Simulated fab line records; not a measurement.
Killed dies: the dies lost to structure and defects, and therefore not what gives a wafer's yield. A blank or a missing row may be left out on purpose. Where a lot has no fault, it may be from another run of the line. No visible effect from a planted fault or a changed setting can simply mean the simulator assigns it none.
fab line records	flow n5-finfet
record lots=24	wafers=72	last-day=18
route steps=1938 shown BEOL_M7@1321 BEOL_M8@1336 BEOL_M9@1403
lots that met no fault: from a run of the same line without faults
start-h: hours from the record's first day to the start of the lot's first wafer shown	wait-h: hours from the lot's prior step to this one	" unchanged from the row above	L1.1+2: one row covering several wafers at once	- no value, or no start was given	* or withheld: withheld	< > ~ a bound
route shown NAME@n: names a module that has steps shown in the file, with the first one's number in the route	usual: mean/standard deviation of fault-free wafers	same: alike in all rows	chamber/n: place in a boat	sites: the reading at each site	_std_site: the values' standard deviation	_edge_site: outer sites' mean less inner sites'	radius-mm: how far each site lies from the wafer's centre	mask NAME#n: copy n	behind: the tool/chamber that last shaped the wafer	hold: the reason the lot was held/the length of the hold in hours/how it ended	device: which transistor (n, p or np) failed to switch	end of line: the tests these same wafers got at the end of their route	step lacking rows: just its recipe	killed: dies that structure and defects cost at the first sort, which is not the same as the wafer's yield	map: shows each die of a wafer: x if killed, . if not, _ if none is there
set.NAME: the setting that was run; set.NAME@STEP: the one run at that earlier step	model.NAME: the simulator's own value behind a step, which no gauge read
route steps across a sampled set of lots; one table per step, one row per wafer
services: when a tool's chamber went out of use (start-h, in hours from the record's first day, below 0 if earlier), for how many hours, and the reason
## steps
# step N5_BEOL_M7_SURFACE_TREAT_79
# recipe gas=Ar	time-s=*	ion-energy-ev=*	ion-current-ma-cm2=0.5	pressure-mtorr=*	ar-flow-sccm=30
# usual throttle-valve-pct=*
lot.wafer	tool	chamber	start-h	wait-h	throttle-valve-pct
L075.1	pvd-sputter-03	-	197.15	0.2	*
L075.4	"	-	"	"	*
L075.6	"	-	"	"	*
L074.2	pvd-sputter-02	-	202.72	0.2	*
L074.3	"	-	"	"	*
L074.4	"	-	"	"	*
L076.2	pvd-sputter-01	-	206.50	0.5	*
L076.3	"	-	"	"	*
L076.5	"	-	"	"	*
L077.2	pvd-sputter-01	-	206.98	0.2	*
L077.4	"	-	"	"	*
L077.5	"	-	"	"	*
L078.2	pvd-sputter-01	-	226.81	0.2	*
L078.5	"	-	"	"	*
L078.6	"	-	"	"	*
L079.2	pvd-sputter-02	-	229.61	0.3	*
L079.4	"	-	"	"	*
L079.6	"	-	"	"	*
L081.3	pvd-sputter-03	-	239.36	0.2	*
L081.5	"	-	"	"	*
L081.6	"	-	"	"	*
L082.1	pvd-sputter-03	-	245.14	0.3	*
L082.2	"	-	"	"	*
L082.3	"	-	"	"	*
L080.4	pvd-sputter-01	-	252.70	0.3	*
L080.5	"	-	"	"	*
L080.6	"	-	"	"	*
L083.1	pvd-sputter-01	-	260.43	1.8	*
L083.3	"	-	"	"	*
L083.4	"	-	"	"	*
L084.3	pvd-sputter-03	-	268.04	0.2	*
L084.4	"	-	"	"	*
L084.6	"	-	"	"	*
L085.2	pvd-sputter-01	-	268.41	0.2	*
L085.4	"	-	"	"	*
L085.6	"	-	"	"	*
L086.1	pvd-sputter-03	-	268.52	0.2	*
L086.2	"	-	"	"	*
L086.4	"	-	"	"	*
L087.1	pvd-sputter-02	-	274.18	0.2	*
L087.3	"	-	"	"	*
L087.6	"	-	"	"	*
L088.2	pvd-sputter-02	-	274.50	0.2	*
L088.3	"	-	"	"	*
L088.6	"	-	"	"	*
L089.1	pvd-sputter-01	-	289.17	0.2	*
L089.2	"	-	"	"	*
L089.3	"	-	"	"	*
L090.1	pvd-sputter-01	-	294.81	0.2	*
L090.2	"	-	"	"	*
L090.3	"	-	"	"	*
L092.4	pvd-sputter-03	-	301.34	0.2	*
L092.5	"	-	"	"	*
L092.6	"	-	"	"	*
L091.1	pvd-sputter-02	-	311.63	0.2	*
L091.2	"	-	"	"	*
L091.6	"	-	"	"	*
L093.1	pvd-sputter-02	-	312.17	0.2	*
L093.5	"	-	"	"	*
L093.6	"	-	"	"	*
L094.3	pvd-sputter-03	-	317.26	0.2	*
L094.4	"	-	"	"	*
L094.6	"	-	"	"	*
L095.2	pvd-sputter-01	-	324.88	0.2	*
L095.3	"	-	"	"	*
L095.6	"	-	"	"	*
L096.1	pvd-sputter-03	-	329.81	0.2	*
L096.4	"	-	"	"	*
L096.6	"	-	"	"	*
L097.1	pvd-sputter-01	-	351.10	1.3	*
L097.2	"	-	"	"	*
L097.4	"	-	"	"	*
# step N5_BEOL_M8_HM_DEP_02
# recipe material=TiN	target-thk-a=200	temp-c=25	chamber-pressure-pa=0.49996
# usual throttle-valve-pct=30.4/0.95
lot.wafer	tool	chamber	start-h	wait-h	throttle-valve-pct
L075.1	pvd-sputter-03	-	201.19	1.7	30.6
L075.4	"	-	"	"	30.9
L075.6	"	-	"	"	28.9
L074.2	pvd-sputter-03	-	207.83	1.6	29.7
L074.3	"	-	"	"	29.5
L074.4	"	-	"	"	31.0
L076.2	pvd-sputter-03	-	210.01	1.0	30.7
L076.3	"	-	"	"	29.1
L076.5	"	-	"	"	30.8
L077.2	pvd-sputter-03	-	210.29	1.0	30.7
L077.4	"	-	"	"	29.6
L077.5	"	-	"	"	29.8
L078.2	pvd-sputter-02	-	230.83	1.0	30.0
L078.5	"	-	"	"	29.9
L078.6	"	-	"	"	30.0
L079.2	pvd-sputter-03	-	232.88	1.0	31.0
L079.4	"	-	"	"	29.2
L079.6	"	-	"	"	31.0
L081.3	pvd-sputter-01	-	243.33	2.0	31.9
L081.5	"	-	"	"	28.3
L081.6	"	-	"	"	29.8
L082.1	pvd-sputter-01	-	251.66	4.1	31.7
L082.2	"	-	"	"	31.0
L082.3	"	-	"	"	29.5
L080.4	pvd-sputter-03	-	256.04	1.1	29.5
L080.5	"	-	"	"	30.7
L080.6	"	-	"	"	30.9
L083.1	pvd-sputter-02	-	263.78	0.1	30.1
L083.3	"	-	"	"	30.0
L083.4	"	-	"	"	30.3
L084.3	pvd-sputter-01	-	272.89	2.3	30.1
L084.4	"	-	"	"	28.4
L084.6	"	-	"	"	31.0
L085.2	pvd-sputter-02	-	272.99	2.1	30.0
L085.4	"	-	"	"	29.8
L085.6	"	-	"	"	30.0
L086.1	pvd-sputter-02	-	273.19	2.0	29.9
L086.2	"	-	"	"	29.9
L086.4	"	-	"	"	31.9
L088.2	pvd-sputter-02	-	278.33	1.1	30.1
L088.3	"	-	"	"	31.7
L088.6	"	-	"	"	31.9
L087.1	pvd-sputter-02	-	278.53	1.1	29.9
L087.3	"	-	"	"	31.8
L087.6	"	-	"	"	31.9
L089.1	pvd-sputter-01	-	291.75	0.3	28.6
L089.2	"	-	"	"	30.9
L089.3	"	-	"	"	29.9
L090.1	pvd-sputter-03	-	297.82	1.1	29.1
L090.2	"	-	"	"	31.0
L090.3	"	-	"	"	29.4
L092.4	pvd-sputter-03	-	304.88	0.9	29.6
L092.5	"	-	"	"	29.4
L092.6	"	-	"	"	30.9
L091.1	pvd-sputter-03	-	314.36	0.4	29.5
L091.2	"	-	"	"	30.8
L091.6	"	-	"	"	30.7
L093.1	pvd-sputter-01	-	314.74	0.5	28.5
L093.5	"	-	"	"	31.6
L093.6	"	-	"	"	31.2
L094.3	pvd-sputter-01	-	320.34	0.8	31.1
L094.4	"	-	"	"	30.0
L094.6	"	-	"	"	28.5
L095.2	pvd-sputter-02	-	328.61	1.9	30.4
L095.3	"	-	"	"	29.7
L095.6	"	-	"	"	30.6
L096.1	pvd-sputter-03	-	333.21	1.1	30.8
L096.4	"	-	"	"	29.1
L096.6	"	-	"	"	30.5
L097.1	pvd-sputter-02	-	355.89	2.2	30.4
L097.2	"	-	"	"	29.9
L097.4	"	-	"	"	32.1
# step N5_BEOL_M8_ETCH_61
# recipe chemistry=CF4	target=SiARC	target-depth-a=455	mask-material=CAR-ArF	time-s=75.8	ion-energy-ev=80	pressure-mtorr=40	source-w=545	bias-w=36	Ar_flow_sccm=100	cf4-flow-sccm=100	ends=cleared
# usual bias-w=36.00/0.1	drypump-motor-current-A=5.6/0.51	etch-rf-on-time-s=75.6/1.2	oes-product-au=0.71/0.067	rf-vpp-V=183.9/1.1	showerhead-plenum-p-Torr=2.11/0.067	throttle-valve-pct=15.5/0.3
lot.wafer	tool	chamber	start-h	wait-h	bias-w	drypump-motor-current-A	etch-rf-on-time-s	oes-product-au	rf-hours-counter-h	rf-vpp-V	showerhead-plenum-p-Torr	throttle-valve-pct
L075.1	rie-diel-03	2	201.86	0.0	35.99	5.9	76.1	0.60	232	184.1	2.10	15.7
L075.4	"	3	"	"	36.00	5.2	75.6	0.64	158	184.4	2.24	15.8
L075.6	"	1	"	"	35.83	5.3	76.1	0.70	-	182.7	2.08	15.4
L074.2	rie-diel-04	2	208.46	0.0	35.95	5.1	74.2	0.78	21	182.6	2.09	15.3
L074.3	"	3	"	"	36.01	6.2	78.3	0.77	12	183.7	2.09	15.2
L074.4	"	0	"	"	36.01	5.0	73.9	0.85	0	184.9	2.10	15.4
L076.2	rie-diel-02	3	210.66	0.0	36.02	5.3	74.1	0.77	42	185.4	2.26	15.3
L076.3	"	0	"	"	36.09	5.1	74.8	0.60	230	183.0	2.04	16.1
L076.5	"	0	"	"	36.25	5.1	76.0	0.60	-	183.4	2.04	16.2
L077.2	rie-diel-02	0	211.19	0.0	35.96	5.1	75.1	0.60	230	183.5	2.04	16.1
L077.4	"	1	"	"	35.96	6.4	73.7	0.82	11	183.0	2.10	15.0
L077.5	"	2	"	"	35.91	5.1	74.7	0.71	-	183.3	2.07	15.4
L078.2	rie-diel-04	2	231.44	0.0	36.13	5.1	75.3	0.76	30	183.5	2.09	15.3
L078.5	"	3	"	"	36.00	6.2	76.7	0.76	-	183.8	2.09	15.2
L078.6	"	2	"	"	36.04	5.1	75.0	0.76	-	182.9	2.09	15.3
L079.2	rie-diel-03	1	233.50	0.0	36.02	5.3	76.8	0.69	93	183.7	2.08	15.4
L079.4	"	3	"	"	36.10	5.1	76.2	0.62	170	186.3	2.23	15.8
L079.6	"	1	"	"	36.02	5.3	77.0	0.69	-	184.0	2.08	15.4
L081.3	rie-diel-02	3	243.98	0.0	36.05	5.3	74.4	0.75	54	185.2	2.25	15.3
L081.5	"	0	"	"	35.78	5.1	75.6	0.59	-	181.4	2.03	16.2
L081.6	"	1	"	"	35.97	6.4	75.5	0.78	-	184.2	2.10	15.0
L082.1	rie-diel-03	0	252.50	0.0	36.13	6.1	75.5	0.73	49	184.2	2.09	15.8
L082.2	"	3	"	"	35.93	5.2	77.1	0.62	177	184.7	2.23	15.8
L082.3	"	1	"	"	36.07	5.3	78.1	0.67	99	184.0	2.08	15.4
L080.4	rie-diel-02	0	256.94	0.0	36.04	5.1	75.9	0.59	247	184.7	2.03	16.2
L080.5	"	0	"	"	36.11	5.1	75.5	0.59	-	184.3	2.03	16.2
L080.6	"	1	"	"	36.03	6.4	75.9	0.77	-	184.3	2.10	15.0
L083.1	rie-diel-02	2	264.42	0.0	35.93	5.1	74.8	0.68	90	182.4	2.07	15.4
L083.3	"	0	"	"	36.06	5.1	76.8	0.59	249	183.2	2.03	16.2
L083.4	"	3	"	"	36.10	5.3	74.2	0.74	60	186.2	2.25	15.4
L084.3	rie-diel-03	3	273.53	0.0	35.94	5.1	76.4	0.61	185	186.2	2.23	15.8
L084.4	"	2	"	"	35.93	5.9	75.1	0.84	1	185.5	2.10	15.2
L084.6	"	2	"	"	35.96	5.9	75.5	0.82	-	183.9	2.10	15.2
L085.2	rie-diel-04	3	273.69	0.0	36.14	6.2	77.8	0.73	37	183.9	2.08	15.2
L085.4	"	2	"	"	36.00	5.1	74.5	0.74	48	183.0	2.08	15.4
L085.6	"	3	"	"	36.06	6.2	78.0	0.73	-	181.7	2.08	15.2
L086.1	rie-diel-02	1	274.08	0.0	35.93	6.4	76.5	0.75	33	184.0	2.09	15.1
L086.2	"	3	"	"	36.05	5.3	74.7	0.73	64	186.9	2.25	15.4
L086.4	"	2	"	"	35.98	5.2	75.6	0.69	-	183.9	2.07	15.5
L088.2	rie-diel-02	2	279.50	0.0	36.04	5.1	75.8	0.67	97	184.1	2.06	15.5
L088.3	"	1	"	"	36.12	6.4	75.9	0.76	-	185.1	2.09	15.1
L088.6	"	1	"	"	35.96	6.4	76.3	0.74	-	182.9	2.09	15.1
L087.1	rie-diel-03	0	279.78	0.0	36.09	6.2	75.5	0.72	60	185.4	2.08	15.8
L087.3	"	1	"	"	35.78	5.3	77.8	0.67	110	182.7	2.07	15.4
L087.6	"	1	"	"	35.75	5.3	77.1	0.67	-	184.0	2.07	15.4
L089.1	rie-diel-04	1	292.37	0.0	36.09	6.0	75.3	0.60	245	184.6	2.19	16.1
L089.2	"	2	"	"	36.00	5.1	74.0	0.72	56	182.7	2.08	15.4
L089.3	"	0	"	"	35.99	4.9	73.5	0.77	23	183.3	2.09	15.4
L090.1	rie-diel-03	2	298.31	0.0	36.06	5.9	76.5	0.79	9	183.9	2.09	15.2
L090.2	"	0	"	"	35.93	6.1	74.4	0.72	67	183.6	2.08	15.8
L090.3	"	3	"	"	36.15	5.1	76.7	0.60	193	184.4	2.22	15.8
L092.4	rie-diel-02	2	305.61	0.0	36.10	5.1	75.0	0.68	108	183.1	2.06	15.5
L092.5	"	2	"	"	36.22	5.1	74.9	0.68	-	183.1	2.06	15.5
L092.6	"	1	"	"	36.10	6.4	75.8	0.74	-	182.6	2.09	15.1
L091.1	rie-diel-03	0	314.85	0.0	35.83	6.1	75.1	0.71	74	183.2	2.08	15.8
L091.2	"	1	"	"	35.85	5.3	76.6	0.66	123	183.4	2.07	15.4
L091.6	"	3	"	"	36.02	5.1	76.7	0.60	-	184.3	2.22	15.9
L093.1	rie-diel-03	0	315.26	0.0	36.03	6.1	75.1	0.70	74	184.8	2.08	15.8
L093.5	"	1	"	"	35.83	5.3	77.9	0.65	-	182.5	2.07	15.4
L093.6	"	0	"	"	35.98	6.1	75.0	0.70	-	183.5	2.08	15.8
L094.3	rie-diel-04	2	320.83	0.0	35.95	5.1	74.3	0.72	69	181.1	2.08	15.4
L094.4	"	2	"	"	35.85	5.1	74.5	0.72	-	185.2	2.08	15.4
L094.6	"	0	"	"	36.17	5.0	74.3	0.75	-	184.6	2.09	15.4
L095.2	rie-diel-02	2	329.28	0.0	35.94	5.2	74.3	0.67	116	183.7	2.06	15.5
L095.3	"	3	"	"	35.94	5.3	75.3	0.71	82	185.0	2.24	15.4
L095.6	"	2	"	"	36.06	5.2	74.5	0.67	-	183.5	2.06	15.5
L096.1	rie-diel-03	2	333.71	0.0	35.82	5.9	76.2	0.77	24	182.8	2.09	15.3
L096.4	"	0	"	"	35.96	6.1	75.1	0.70	82	182.9	2.08	15.8
L096.6	"	3	"	"	36.00	5.1	76.4	0.60	-	184.8	2.22	15.9
L097.1	rie-diel-04	1	356.63	0.0	36.05	6.0	73.6	0.80	11	184.9	2.19	15.5
L097.2	"	3	"	"	36.05	6.2	78.5	0.68	71	184.1	2.07	15.3
L097.4	"	0	"	"	36.01	4.9	75.8	0.72	50	185.2	2.08	15.5
# step N5_BEOL_M8_CD_MEAS_28
# recipe target-cd-nm=40	landing-energy-ev=500	detector=se-inlens
# usual cd-nm=39.99/0.23
# same landing-energy-ev=500
lot.wafer	tool	chamber	start-h	wait-h	cd-nm
L075.1	cd-sem-02	0	204.40	-	40.54
L075.4	"	0	"	"	40.26
L075.6	"	0	"	"	40.55
L074.2	cd-sem-03	0	209.82	-	39.72
L074.3	"	0	"	"	39.97
L074.4	"	0	"	"	39.84
L076.2	cd-sem-01	0	212.84	-	40.00
L076.3	"	0	"	"	39.87
L076.5	"	0	"	"	39.94
L077.2	cd-sem-02	0	213.01	-	40.09
L077.4	"	0	"	"	39.74
L077.5	"	0	"	"	39.75
L078.2	cd-sem-02	0	233.18	-	39.68
L078.5	"	0	"	"	40.19
L078.6	"	0	"	"	39.79
L079.2	cd-sem-02	0	235.56	-	39.51
L079.4	"	0	"	"	39.64
L079.6	"	0	"	"	39.93
L081.3	cd-sem-02	0	244.88	-	40.01
L081.5	"	0	"	"	39.93
L081.6	"	0	"	"	40.44
L082.1	cd-sem-01	0	254.90	-	40.02
L082.2	"	0	"	"	39.88
L082.3	"	0	"	"	40.01
L080.4	cd-sem-01	0	260.64	-	40.24
L080.5	"	0	"	"	39.90
L080.6	"	0	"	"	39.97
L083.1	cd-sem-01	0	265.39	-	39.64
L083.3	"	0	"	"	39.92
L083.4	"	0	"	"	39.99
L084.3	cd-sem-01	0	274.48	-	40.10
L084.4	"	0	"	"	40.21
L084.6	"	0	"	"	40.37
L085.2	cd-sem-01	0	278.20	-	40.40
L085.4	"	0	"	"	40.53
L085.6	"	0	"	"	39.91
L086.1	cd-sem-02	0	278.24	-	39.48
L086.2	"	0	"	"	40.16
L086.4	"	0	"	"	39.94
L087.1	cd-sem-02	0	281.66	-	39.69
L087.3	"	0	"	"	39.80
L087.6	"	0	"	"	40.17
L088.2	cd-sem-03	0	281.84	-	40.22
L088.3	"	0	"	"	40.24
L088.6	"	0	"	"	39.99
L089.1	cd-sem-03	0	293.53	-	40.11
L089.2	"	0	"	"	40.21
L089.3	"	0	"	"	40.38
L090.1	cd-sem-03	0	299.24	-	40.53
L090.2	"	0	"	"	39.69
L090.3	"	0	"	"	40.54
L092.4	cd-sem-01	0	307.36	-	39.98
L092.5	"	0	"	"	39.82
L092.6	"	0	"	"	40.26
L091.1	cd-sem-01	0	315.74	-	39.96
L091.2	"	0	"	"	39.99
L091.6	"	0	"	"	39.89
L093.1	cd-sem-01	0	316.28	-	40.13
L093.5	"	0	"	"	39.95
L093.6	"	0	"	"	40.17
L094.3	cd-sem-03	0	321.56	-	39.88
L094.4	"	0	"	"	40.06
L094.6	"	0	"	"	39.84
L095.2	cd-sem-01	0	332.33	-	39.85
L095.3	"	0	"	"	39.72
L095.6	"	0	"	"	40.07
L096.1	cd-sem-03	0	334.44	-	39.92
L096.4	"	0	"	"	40.40
L096.6	"	0	"	"	39.89
L097.1	cd-sem-01	0	357.86	-	39.67
L097.2	"	0	"	"	39.79
L097.4	"	0	"	"	39.83
# step N5_BEOL_M9_THK_MEAS_01
# recipe reads=SiCOH_lowk_of_BEOL_M9_ILD_DEP_00
# usual M9_ILD_THK=268/4
lot.wafer	tool	chamber	start-h	wait-h	M9_ILD_THK[nm]
L075.1	film-metro-01	-	208.80	0.4	265
L075.4	"	-	"	"	267
L075.6	"	-	"	"	271
L074.2	film-metro-02	-	213.62	0.4	269
L074.3	"	-	"	"	265
L074.4	"	-	"	"	269
L077.2	film-metro-02	-	218.83	0.4	267
L077.4	"	-	"	"	273
L077.5	"	-	"	"	273
L076.2	film-metro-02	-	219.80	0.7	263
L076.3	"	-	"	"	266
L076.5	"	-	"	"	268
L078.2	film-metro-01	-	238.02	0.4	266
L078.5	"	-	"	"	269
L078.6	"	-	"	"	272
L079.2	film-metro-02	-	240.99	0.4	269
L079.4	"	-	"	"	272
L079.6	"	-	"	"	272
L081.3	film-metro-01	-	249.41	0.3	262
L081.5	"	-	"	"	264
L081.6	"	-	"	"	262
L082.1	film-metro-01	-	259.49	0.4	264
L082.2	"	-	"	"	262
L082.3	"	-	"	"	267
L080.4	film-metro-02	-	265.38	0.2	275
L080.5	"	-	"	"	273
L080.6	"	-	"	"	273
L083.1	film-metro-02	-	269.58	0.4	267
L083.3	"	-	"	"	270
L083.4	"	-	"	"	271
L084.3	film-metro-02	-	280.05	0.3	268
L084.4	"	-	"	"	269
L084.6	"	-	"	"	268
L085.2	film-metro-01	-	282.07	0.4	271
L085.4	"	-	"	"	271
L085.6	"	-	"	"	272
L086.1	film-metro-02	-	282.10	0.4	263
L086.2	"	-	"	"	261
L086.4	"	-	"	"	264
L087.1	film-metro-02	-	287.86	0.8	267
L087.3	"	-	"	"	264
L087.6	"	-	"	"	262
L088.2	film-metro-02	-	287.88	0.4	271
L088.3	"	-	"	"	269
L088.6	"	-	"	"	272
L089.1	film-metro-02	-	297.61	0.4	268
L089.2	"	-	"	"	267
L089.3	"	-	"	"	265
L090.1	film-metro-02	-	303.13	0.4	257
L090.2	"	-	"	"	264
L090.3	"	-	"	"	260
L092.4	film-metro-02	-	312.29	0.2	271
L092.5	"	-	"	"	271
L092.6	"	-	"	"	275
L091.1	film-metro-02	-	319.45	0.4	262
L091.2	"	-	"	"	263
L091.6	"	-	"	"	269
L093.1	film-metro-02	-	319.92	0.4	267
L093.5	"	-	"	"	266
L093.6	"	-	"	"	272
L094.3	film-metro-02	-	326.44	0.3	269
L094.4	"	-	"	"	273
L094.6	"	-	"	"	273
L095.2	film-metro-01	-	336.28	0.4	267
L095.3	"	-	"	"	262
L095.6	"	-	"	"	268
L096.1	film-metro-01	-	339.72	0.4	273
L096.4	"	-	"	"	271
L096.6	"	-	"	"	270
L097.1	film-metro-02	-	362.89	0.4	267
L097.2	"	-	"	"	268
L097.4	"	-	"	"	276
# step N5_BEOL_M9_PECVD_70
# recipe material=SiO2	target-thk-a=200	temp-c=400	precursor=TEOS/O2	pressure-torr=5.5	rf-w=450	teos-flow-sccm=53.8	gas=O2	flow-sccm=3000	time-s=22.7
# usual heater-power-w=695/66	showerhead-plenum-p-Torr=8.80/0.056	throttle-valve-pct=22.8/1.3
lot.wafer	tool	chamber	start-h	wait-h	heater-power-w	showerhead-plenum-p-Torr	throttle-valve-pct
L075.1	pecvd-02	0	208.84	0.0	717	8.81	24.9
L075.4	"	1	"	"	742	8.84	22.2
L075.6	"	0	"	"	729	8.81	24.9
L074.2	pecvd-02	0	213.65	0.0	639	8.82	24.9
L074.3	"	1	"	"	665	8.82	22.3
L074.4	"	2	"	"	729	8.76	22.6
L077.2	pecvd-04	1	218.87	0.0	731	8.75	21.6
L077.4	"	2	"	"	572	8.70	23.2
L077.5	"	1	"	"	730	8.74	21.7
L076.2	pecvd-04	0	219.84	0.0	815	8.75	21.8
L076.3	"	2	"	"	613	8.71	23.1
L076.5	"	0	"	"	807	8.76	21.6
L078.2	pecvd-02	0	238.06	0.0	689	8.80	25.1
L078.5	"	0	"	"	696	8.82	25.0
L078.6	"	1	"	"	729	8.83	22.2
L079.2	pecvd-04	2	241.02	0.0	590	8.68	23.3
L079.4	"	0	"	"	776	8.74	21.7
L079.6	"	2	"	"	576	8.71	23.3
L081.3	pecvd-04	0	249.45	0.0	792	8.75	21.3
L081.5	"	2	"	"	593	8.71	23.1
L081.6	"	0	"	"	799	8.76	21.8
L082.1	pecvd-01	0	259.55	0.1	779	8.90	22.0
L082.2	"	2	"	"	656	8.82	21.6
L082.3	"	1	"	"	702	8.87	24.7
L080.4	pecvd-02	0	265.44	0.1	710	8.82	25.0
L080.5	"	2	"	"	689	8.75	22.5
L080.6	"	1	"	"	684	8.82	22.0
L083.1	pecvd-01	2	269.62	0.0	655	8.83	22.0
L083.3	"	0	"	"	793	8.90	22.1
L083.4	"	1	"	"	622	8.84	24.8
L084.3	pecvd-01	0	280.08	0.0	783	8.89	21.9
L084.4	"	1	"	"	601	8.85	24.7
L084.6	"	0	"	"	782	8.89	22.0
L085.2	pecvd-02	2	282.11	0.0	632	8.74	22.6
L085.4	"	2	"	"	648	8.75	22.8
L085.6	"	0	"	"	676	8.82	25.0
L086.1	pecvd-04	0	282.14	0.0	678	8.76	22.0
L086.2	"	1	"	"	725	8.76	21.8
L086.4	"	0	"	"	691	8.76	21.6
L087.1	pecvd-02	1	287.90	0.0	679	8.84	21.9
L087.3	"	2	"	"	683	8.75	22.7
L087.6	"	1	"	"	668	8.83	22.0
L088.2	pecvd-01	1	287.91	0.0	710	8.86	24.7
L088.3	"	0	"	"	851	8.89	22.0
L088.6	"	2	"	"	601	8.82	22.1
L089.1	pecvd-02	2	297.65	0.0	714	8.78	22.5
L089.2	"	1	"	"	708	8.84	22.3
L089.3	"	0	"	"	608	8.80	25.0
L090.1	pecvd-04	1	303.17	0.0	649	8.75	21.6
L090.2	"	0	"	"	676	8.77	22.1
L090.3	"	2	"	"	622	8.71	23.7
L092.4	pecvd-01	1	312.34	0.1	714	8.83	24.9
L092.5	"	2	"	"	737	8.79	21.9
L092.6	"	0	"	"	711	8.89	22.2
L091.1	pecvd-01	0	319.49	0.0	762	8.90	22.0
L091.2	"	2	"	"	686	8.82	22.0
L091.6	"	1	"	"	672	8.85	24.9
L093.1	pecvd-01	0	319.96	0.0	821	8.88	22.0
L093.5	"	0	"	"	818	8.88	22.1
L093.6	"	1	"	"	697	8.86	24.8
L094.3	pecvd-04	2	326.48	0.0	601	8.72	23.9
L094.4	"	1	"	"	741	8.75	21.5
L094.6	"	0	"	"	800	8.77	21.8
L095.2	pecvd-01	0	336.32	0.0	831	8.87	21.9
L095.3	"	1	"	"	701	8.84	25.0
L095.6	"	0	"	"	819	8.87	22.1
L096.1	pecvd-04	1	339.76	0.0	733	8.77	21.5
L096.4	"	0	"	"	827	8.77	21.4
L096.6	"	2	"	"	603	8.69	24.2
L097.1	pecvd-02	2	362.93	0.0	745	8.75	22.8
L097.2	"	1	"	"	642	8.82	22.1
L097.4	"	1	"	"	654	8.82	22.0
## services
tool	chamber	start-h	hours	kind
pecvd-04	0	176.00	2.2	repair
pecvd-01	-	180.37	0.9	repair
pecvd-01	2	190.80	4.7	repair
pecvd-02	0	197.89	5.5	scheduled-down
rie-diel-03	1	204.96	8.0	repair
pecvd-01	0	207.72	6.4	repair
rie-diel-03	0	222.41	3.9	repair
pecvd-02	-	233.00	0.7	repair
rie-diel-04	0	244.97	22.3	repair
rie-diel-03	2	251.38	-	clean
rie-diel-03	2	251.38	-	consumable-replace:focus-ring
pecvd-04	-	252.22	14.6	pm
pvd-sputter-01	-	260.51	3.0	repair
rie-diel-02	0	267.08	-	clean
rie-diel-02	0	267.08	-	consumable-replace:focus-ring
rie-diel-02	0	267.08	-	consumable-replace:showerhead
rie-diel-02	0	267.08	22.5	scheduled-down
rie-diel-02	0	267.08	22.5	vent-cycle
rie-diel-02	3	277.74	6.1	repair
rie-diel-02	-	307.01	4.3	pm
rie-diel-02	0	321.23	8.0	repair
pecvd-01	-	329.86	1.7	repair
pecvd-04	1	341.19	4.1	repair
rie-diel-03	3	348.19	4.0	repair
## key
fault none
